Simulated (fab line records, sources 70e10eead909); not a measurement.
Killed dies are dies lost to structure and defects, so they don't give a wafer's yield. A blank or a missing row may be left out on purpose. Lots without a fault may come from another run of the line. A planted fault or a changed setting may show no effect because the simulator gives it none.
Which tool did it? | flow nand_harc | 14 lots, 42 wafers sampled, at 5 steps of a route of 1302

WHAT THE GAUGES READ, wafer by wafer
NHARC_END_SORT_01. Usual: killed_at_array 58, standard deviation 20; killed_at_other 1.0, standard deviation 1.2; killed_at_periphery 4.1, standard deviation 3; killed_dies 63, standard deviation 20; killed_open 3.2, standard deviation 1.7; killed_short 2.5, standard deviation 1.5.
lot  | measured     | on        | killed_at_array | killed_at_other | killed_at_periphery | killed_dies | killed_open | killed_short | flag
L951 | day 30 05:30 | prober-01 | 676 673 673     | 0 1 2           | 1 3 2               | 677 677 677 | 3 4 3       | 3 4 4        | OFF
L953 | day 30 22:38 | prober-02 | 675 672 671     | 1 4 0           | 1 1 6               | 677 677 677 | 4 2 2       | 2 1 2        | OFF

WHICH TOOL RAN EACH LOT (tool, then ch and the chambers of the sampled wafers, then the start)
lot  | NHARC_A_CONTACT_DEP_29          | NHARC_THIN_TSV_PRE_CLEAN_50             | NHARC_THIN_TSV_ANNEAL_52         | NHARC_THIN_TSV_CMP_21
L939 | pecvd-04 ch 0,2, day 22 01:03   | pvd_sputter-01, day 24 15:10 or earlier | rtp_anneal-01 ch 0, day 24 15:10 | cmp-03 ch 0,1,2, day 24 15:30
L938 | pecvd-04 ch 0,1,2, day 22 01:17 | pvd_sputter-03, day 24 14:23 or earlier | rtp_anneal-01 ch 0, day 24 14:23 | cmp-01 ch 0,1,3, day 24 14:39
L940 | pecvd-03 ch 0,1,2, day 22 05:50 | pvd_sputter-02, day 24 20:07 or earlier | rtp_anneal-02 ch 0, day 24 20:07 | cmp-03 ch 1,2,3, day 24 20:27
L937 | pecvd-03 ch 0,1,2, day 22 10:45 | pvd_sputter-01, day 25 03:11 or earlier | rtp_anneal-02 ch 0, day 25 03:11 | cmp-03 ch 2,3, day 25 03:32
L942 | pecvd-04 ch 1,2, day 23 04:37   | pvd_sputter-02, day 25 19:25 or earlier | rtp_anneal-02 ch 0, day 25 19:25 | cmp-03 ch 0,1,3, day 25 19:40
L943 | pecvd-03 ch 0,1,2, day 23 05:00 | pvd_sputter-02, day 25 18:07 or earlier | rtp_anneal-02 ch 0, day 25 18:07 | cmp-02 ch 0,3, day 25 18:30
L949 | pecvd-01 ch 0,2, day 25 11:46   | pvd_sputter-01, day 28 00:57 or earlier | rtp_anneal-02 ch 0, day 28 00:57 | cmp-02 ch 0,1,2, day 28 01:23
L951 | pecvd-03 ch 0,1, day 27 08:18   | -                                       | -                                | -
L954 | pecvd-04 ch 0,2, day 27 21:32   | pvd_sputter-03, day 30 11:41 or earlier | rtp_anneal-01 ch 0, day 30 11:41 | cmp-01 ch 1,2,3, day 30 12:01
L953 | pecvd-03 ch 0,1, day 27 21:40   | -                                       | -                                | -
L956 | pecvd-01 ch 0,1,2, day 28 19:35 | pvd_sputter-01, day 31 10:35 or earlier | rtp_anneal-02 ch 0, day 31 10:35 | cmp-03 ch 0,3, day 31 10:48
L957 | pecvd-04 ch 1,2, day 29 22:16   | pvd_sputter-01, day 32 10:44 or earlier | rtp_anneal-01 ch 0, day 32 10:44 | cmp-02 ch 0,2,3, day 32 11:04
L959 | pecvd-03 ch 0,2, day 30 04:20   | pvd_sputter-02, day 32 19:45 or earlier | rtp_anneal-01 ch 0, day 32 19:45 | cmp-02 ch 0,2,3, day 32 20:08
L960 | pecvd-03 ch 1,2, day 30 22:06   | pvd_sputter-03, day 33 08:17 or earlier | rtp_anneal-01 ch 0, day 33 08:17 | cmp-02 ch 0,1,3, day 33 08:34
- NHARC_A_CONTACT_DEP_29: deposits SiON, target thk 100 nm.
- NHARC_THIN_TSV_PRE_CLEAN_50: time 30 s.
- NHARC_THIN_TSV_ANNEAL_52: time 90 s.
- NHARC_THIN_TSV_CMP_21: polishes, t overpolish 30 s, target thk 2000 nm.

WHAT THE TOOLS THEMSELVES READ (means of the sampled wafers that have a number; where no wafer has one, the mark that the record gives instead)
NHARC_A_CONTACT_DEP_29. Usual: heater_power_w 787 W, standard deviation 71.
lot  | tool     | heater_power_w (W) | flag
L939 | pecvd-04 | 825                |
L938 | pecvd-04 | 761                |
L940 | pecvd-03 | 787                |
L937 | pecvd-03 | 756                |
L942 | pecvd-04 | 825                |
L943 | pecvd-03 | 764                |
L949 | pecvd-01 | 830                |
L951 | pecvd-03 | 848                |
L954 | pecvd-04 | 736                |
L953 | pecvd-03 | 727                |
L956 | pecvd-01 | 808                |
L957 | pecvd-04 | 787                |
L959 | pecvd-03 | 756                |
L960 | pecvd-03 | 802                |

NHARC_THIN_TSV_PRE_CLEAN_50. Usual: heater_power_w 408 W, standard deviation 32.
lot  | tool           | heater_power_w (W) | flag
L939 | pvd_sputter-01 | 404                |
L938 | pvd_sputter-03 | 407                |
L940 | pvd_sputter-02 | 394                |
L937 | pvd_sputter-01 | 372                |
L942 | pvd_sputter-02 | 399                |
L943 | pvd_sputter-02 | 393                |
L949 | pvd_sputter-01 | 409                |
L954 | pvd_sputter-03 | 419                |
L956 | pvd_sputter-01 | 426                |
L957 | pvd_sputter-01 | 432                |
L959 | pvd_sputter-02 | 401                |
L960 | pvd_sputter-03 | 428                |

NHARC_THIN_TSV_ANNEAL_52. Usual: anneal_temp_c 225.05 C, standard deviation 0.17; wafer_temp_C_max 225.8, standard deviation 0.42.
lot  | tool          | anneal_temp_c (C) | wafer_temp_C_max | flag
L939 | rtp_anneal-01 | 225.24            | 226.5            |
L938 | rtp_anneal-01 | 225.05            | 226.1            |
L940 | rtp_anneal-02 | 225.03            | 225.4            |
L937 | rtp_anneal-02 | 225.23            | 225.2            |
L942 | rtp_anneal-02 | 225.17            | 225.7            |
L943 | rtp_anneal-02 | 225.10            | 225.5            |
L949 | rtp_anneal-02 | 224.80            | 225.5            |
L954 | rtp_anneal-01 | 225.10            | 226.3            |
L956 | rtp_anneal-02 | 225.12            | 225.3            |
L957 | rtp_anneal-01 | 224.83            | 226.3            |
L959 | rtp_anneal-01 | 224.95            | 226.1            |
L960 | rtp_anneal-01 | 224.91            | 226.2            |

NHARC_THIN_TSV_CMP_21. Usual: motor_current_A 11.8 A, standard deviation 1.3; overpolish_run_s 30.000 s, standard deviation 0.0088; retaining_ring_pressure_frac 1.000, standard deviation 0.0056.
lot  | tool   | motor_current_A (A) | overpolish_run_s (s) | retaining_ring_pressure_frac | flag
L939 | cmp-03 | 12.3                | 30.004               | 1.001                        |
L938 | cmp-01 | 11.8                | 29.998               | 0.996                        |
L940 | cmp-03 | 10.8                | 30.005               | 0.999                        |
L937 | cmp-03 | 11.6                | 30.003               | 0.998                        |
L942 | cmp-03 | 11.4                | 29.998               | 1.005                        |
L943 | cmp-02 | 11.4                | 29.993               | 1.002                        |
L949 | cmp-02 | 11.9                | 29.993               | 1.003                        |
L954 | cmp-01 | 10.6                | 29.996               | 0.999                        |
L956 | cmp-03 | 12.2                | 30.002               | 1.001                        |
L957 | cmp-02 | 11.6                | 30.003               | 1.000                        |
L959 | cmp-02 | 11.7                | 29.995               | 0.998                        |
L960 | cmp-02 | 12.4                | 30.000               | 0.999                        |

THE ANSWER, worked out from the rows above alone
Rule: a lot is off if the mean of its wafers that have a number lies more than 3 standard deviations from the usual mean. A lot without any number at a reading at which 4 lots or more have one is off too. The other lots that the step has rows for count as sound. The gauges are gone through in route order, then the tools' own readings, and for those a lot's mean is taken as printed above. The first step at which some lot is off is used, and at that step the reading that is off furthest; a lot without a number counts as furthest.
Off: L951, L953, at NHARC_END_SORT_01 (killed_at_array). Neither off nor sound, because the step has no rows for them: L939, L938, L940, L937, L942, L943, L949, L954, L956, L957, L959, L960.
A tool fits if, at a process step before that reading, it ran every lot that is off, and no sound lot after the first of them. The gauges at NHARC_END_SORT_01 are tried like those tools. One fits: pecvd-03 at NHARC_A_CONTACT_DEP_29. It ran no sound lot before its first lot that is off in this sample, so the start can't be narrowed down.

WHAT THE SIMULATOR HAD PUT IN
Process parameter drift: pecvd-03, from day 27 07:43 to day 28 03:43, at NHARC_A_CONTACT_DEP_29. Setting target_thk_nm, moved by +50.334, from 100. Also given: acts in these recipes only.
Lots struck among those shown: L951, L953. The rule above found the same.
